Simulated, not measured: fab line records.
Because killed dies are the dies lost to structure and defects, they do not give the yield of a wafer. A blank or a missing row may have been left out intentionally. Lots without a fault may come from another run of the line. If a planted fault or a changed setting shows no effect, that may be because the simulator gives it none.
Matching of chambers ; flow nand harc ; NHARC_A_CHANNEL_FILL_D1_STRIP_28 on rie diel-13 has 4 sister chambers
The step strips in O2, time 20 s. 4 wafers are shown with their chamber, then 10 later ones without.

== EACH WAFER AND ITS CHAMBER ==
wafer;chamber;drypump motor current A (A)
L088.4;3;5.80
L086.1;1;5.14
L090.1;2;5.68
L090.2;0;5.64

== WAFERS WHOSE CHAMBER IS MISSING ==
wafer;drypump motor current A (A)
L090.4;5.77
L091.2;5.68
L091.3;5.80
L091.6;5.70
L093.3;5.64
L093.5;5.63
L093.6;5.18
L095.3;5.63
L095.5;5.13
L095.6;5.63

== WHICH CHAMBER EACH ONE RAN IN ==
wafer;from the rows above;in truth
L090.4;3;3
L091.2;2;2
L091.3;3;3
L091.6;2;2
L093.3;0;0
L093.5;0;0
L093.6;1;1
L095.3;0;0
L095.5;1;1
L095.6;0;0
10 of 10 placed correctly. Left unplaced by these rows: 0. Placed wrongly: 0.
How it was worked out, from the rows above alone: a wafer's distance from a chamber is the root of the sum, over the readings, of the square of ((its reading less the chamber's mean) divided by the reading's scatter). If the next closest chamber is less than 2 further off than the closest, the wafer can't be placed; otherwise it belongs to the closest. For every chamber, the mean is computed from those of its wafers that are shown. The scatter (one wafer shown for each chamber): square how far every hidden wafer sits from the nearest shown wafer, average those squares and take the square root.
